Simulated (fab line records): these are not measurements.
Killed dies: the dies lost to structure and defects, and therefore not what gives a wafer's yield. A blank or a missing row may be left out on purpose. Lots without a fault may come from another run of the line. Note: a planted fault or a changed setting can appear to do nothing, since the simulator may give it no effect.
8D (eight disciplines) problem report, filled in by code | flow n5Finfet | the parts of the form that need people (team, actions taken, sign-off) are left out

== 1. THE PROBLEM ==
Across 2 wafers from 2 lots, M4_ILD_THK at N5_BEOL_M4_THK_MEAS_01 averages 141.5 nm, while fault-free wafers read 78.9 nm with a standard deviation of 1.1. Measured from the usual mean, that is +57 standard deviations.
First observed at day 11 21:55: wafer L817.2, on filmMetro-02. The record has a number at this step for 30 wafers belonging to 10 lots. Rule for "out" (also "out of limits"): further than 4 standard deviations from the usual mean. The other wafers with a number count as sound.

== 2. WHAT IT IS, AND WHAT IT ISN'T ==
question                    | is                | is not
which readings at this step | M4_ILD_THK        | -
which lots                  | L817, L820        | L805, L806, L807, L808, L809, L810, L825, L826
which wafers of those lots  | L817.2, L820.2    | L817.1, L817.5, L820.1, L820.4
read on which gauges        | filmMetro-02      | filmMetro-01
when                        | from day 11 21:55 | up to then (20 sound wafers); but 8 sound wafers of L820, L825, L826 came after

== 3. SUSPECTS, AND WHAT RULES EACH OUT ==
Counting: any tool at a process step up to the reading remains a suspect provided it ran every lot that is out. Sound lots after the first of them don't rule it out here, since some wafers of a struck lot are sound.
- the gauge at N5_BEOL_M4_THK_MEAS_01 has been ruled out. All the wafers that are out were read on filmMetro-02, but those of them that N5_PASSIVATION_PROBE_49 has rows for are out there too, on other tools.
- cvdCo-02 at N5_BEOL_M3_CO_CAP_55 (material Co, precursor CCTBA/H2, target thk 2 nm, time 102.1 s): kept. It processed each lot that is out (first: L817, day 11 21:36); up to then, its last sound lot is L809 (day 10 01:45).
- pecvd-03 at N5_BEOL_M3_DEP_57 (deposits SiCN from 3MS/NH3, target thk 8 nm, time 14 s): kept. It processed each lot that is out (first: L817, day 11 21:43); up to then, its last sound lot is L809 (day 10 01:52).
- pecvd-04 at N5_BEOL_M4_ILD_DEP_00 (deposits SiOC from DEMS/O2, target thk 79 nm, time 15.3 s): kept. It processed each lot that is out (first: L817, day 11 21:51); up to then, its last sound lot is L809 (day 10 01:59).
After the count, these remain: cvdCo-02 at N5_BEOL_M3_CO_CAP_55, pecvd-03 at N5_BEOL_M3_DEP_57 and pecvd-04 at N5_BEOL_M4_ILD_DEP_00.

== 4. THE CAUSE (what the simulator had put in) ==
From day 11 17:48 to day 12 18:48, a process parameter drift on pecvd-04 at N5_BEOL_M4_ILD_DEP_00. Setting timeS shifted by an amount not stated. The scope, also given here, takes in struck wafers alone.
3 suspects survive the count, and this tool is in that group.

== 5. THE EFFECT CHAIN, in route order ==
Each row: a reading where the mean over the struck wafers with a number is more than 3 standard deviations away from the usual. Only readings for which the record gives a usual standard deviation are gone through. hours: the time from each lot's start at the first step in this table that gives one to its start at this step, as a median over the lots. sigmas: the change in usual standard deviations.
hours | step                    | reading             | usual   | on struck wafers | change | sigmas
0     | N5_BEOL_M4_THK_MEAS_01  | M4_ILD_THK          | 78.9 nm | 141.5            | +62.6  | +57
150   | N5_PASSIVATION_PROBE_49 | defectLimitedYield  | 91.0 %  | 0.0              | -91.0  | -65
150   | N5_PASSIVATION_PROBE_49 | killed_at_M4_up     | 14      | 1068             | +1054  | +99 or more
150   | N5_PASSIVATION_PROBE_49 | killedDies          | 106     | 1180             | +1074  | +63
150   | N5_PASSIVATION_PROBE_49 | killedOnRim         | 14      | 152              | +138   | +36
150   | N5_PASSIVATION_PROBE_49 | sort_bin_5_function | 5.2 %   | 95.4             | +90.2  | +94
150   | N5_PASSIVATION_PROBE_49 | sortNPass           | 1074    | 0                | -1074  | -63
150   | N5_PASSIVATION_PROBE_49 | sortYieldPct        | 91.0 %  | 0.0              | -91.0  | -65
The process steps in it:
- N5_PASSIVATION_PROBE_49

== 6. HOW IT WOULD HAVE BEEN CAUGHT EARLIER ==
4 hours passed between the start of the fault at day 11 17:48 and the first reading out of limits at a measuring or inspecting step in this record, taken at day 11 21:55.
Of the tool readings at N5_BEOL_M4_ILD_DEP_00 for which the record gives a usual standard deviation, none was out on any struck wafer, so an alarm limit of 4 standard deviations on them would not have fired.
L820, from the lots that are out (2), started N5_BEOL_M4_ILD_DEP_00 on pecvd-04 later than day 11 21:55. Holding the tool at that time would have saved it.
